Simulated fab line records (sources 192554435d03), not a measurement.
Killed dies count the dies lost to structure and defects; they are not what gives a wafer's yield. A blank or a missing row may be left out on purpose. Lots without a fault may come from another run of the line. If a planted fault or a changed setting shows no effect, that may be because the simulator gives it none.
Split-lot study	flow n5_finfet	route with 1938 steps; 7 lots, 21 wafers read

THE SPLIT ITSELF
At N5_BEOL_M6_ETCH_66 (etches SOC in N2/H2, target depth 80 nm, overetch 16 nm, time 120 s), the setting bias_w was moved away from the recipe's 150 W on 8 of the 21 wafers read, by -17.5% to +10.2%. For the rest of the wafers, this setting stayed at what the recipe calls for.

The split's own step is where the reading is taken.

THE READING
rf_vpp_V, in V, at N5_BEOL_M6_ETCH_66 (etches SOC in N2/H2, target depth 80 nm, overetch 16 nm, time 120 s). A value of 523.1 V with a standard deviation of 2.3 V is what fault-free wafers of this fab line usually give.

wafer	tool, chamber at the split	bias_w as run, W	against the recipe	rf_vpp_V, V	against lot-mates on the recipe
L074.3	rie_diel-01, 1	123.8	-17.5%	461.9	-61.4
L074.4	rie_diel-01, 0	150	recipe	521.0	-
L074.6	rie_diel-01, 2	150	recipe	525.5	-
L075.1	rie_diel-05, 1	150	recipe	521.3	-
L075.3	rie_diel-05, 0	165.3	+10.2%	557.0	+35.7
L075.4	rie_diel-05, 2	165.3	+10.2%	560.0	+38.7
L077.1	rie_diel-01, 2	126.2	-15.9%	471.7	-48.5
L077.3	rie_diel-01, 1	150	recipe	521.7	-
L077.6	rie_diel-01, 3	150	recipe	518.6	-
L085.2	rie_diel-05, 3	150	recipe	522.1	-
L085.3	rie_diel-05, 0	150	recipe	525.4	-
L085.4	rie_diel-05, 2	150	recipe	525.5	-
L086.2	rie_diel-01, 1	130.7	-12.9%	479.1	no lot-mate on the recipe
L086.3	rie_diel-01, 3	130.7	-12.9%	474.7	no lot-mate on the recipe
L086.5	rie_diel-01, 1	130.7	-12.9%	477.7	no lot-mate on the recipe
L089.1	rie_diel-05, 2	150	recipe	525.5	-
L089.4	rie_diel-05, 3	150	recipe	523.1	-
L089.6	rie_diel-05, 2	150	recipe	526.4	-
L093.1	rie_diel-03, 2	142.8	-4.8%	509.5	-15.7
L093.5	rie_diel-03, 2	150	recipe	524.9	-
L093.6	rie_diel-03, 1	150	recipe	525.5	-

FIT RESULTS
A straight line over all 21 wafers: rf_vpp_V changes by +3.48 V for each +1% of bias_w; r = +1.00; the points scatter about the line by 2.4 V.
The same after taking each lot's own level away (the mean of its wafers on the recipe; 18 wafers): +3.41 V for each +1%; r = +1.00; scatter 2.2 V.
The reading moves by 59 V for the largest change in bias_w, on that fit.
The lots' own levels span 520.15 to 525.20 V, that is 2.2 times the standard deviation above.
The two slopes agree, so the slope changes little with the lot-to-lot level.
Check: with one of the wafers moved furthest among these (-17.5%) left out of the fit, the line predicts -57.3 V for it against its lot-mates. Against them it came out at -61.4 V.
Tool readings at the split's step, against how far the setting was moved: rf_vpp_V r = +1.00.

THE OTHER SPLITS THESE WAFERS WENT THROUGH
Other splits were also applied to these wafers ahead of the reading. Each is held against what the fit with the lots' levels taken away leaves over:
other split on the same wafers	wafers away from the commonest value	r with rf_vpp_V (lot level and that fit taken away)
N5_BEOL_M5_EXPOSE_25 dose_mj	4	-0.13
N5_BEOL_M6_COAT_22 spin_rpm	7	+0.25
N5_BEOL_M6_EXPOSE_25 dose_mj	10	-0.11

THE WHOLE CHAIN: every reading that the file lists as answering this split, in the file's order
step	what it does	reading	change (the file's fit)	r (the file's)
N5_BEOL_M6_ETCH_66	etches SOC in N2/H2, target depth 80 nm, overetch 16 nm, time 120 s	rf_vpp_V	+3.36 V for each +1% of the setting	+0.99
N5_BEOL_M6_ETCH_66	etches SOC in N2/H2, target depth 80 nm, overetch 16 nm, time 120 s	SiARC_of_BEOL_M6_COAT_64.thk_nm (the simulator's own value, which no gauge read)	-0.0733 nm for each +1% of the setting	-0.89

THE FILE'S OWN FIT
rf_vpp_V changes by +3.36 V for each +1% of bias_w, r = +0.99.
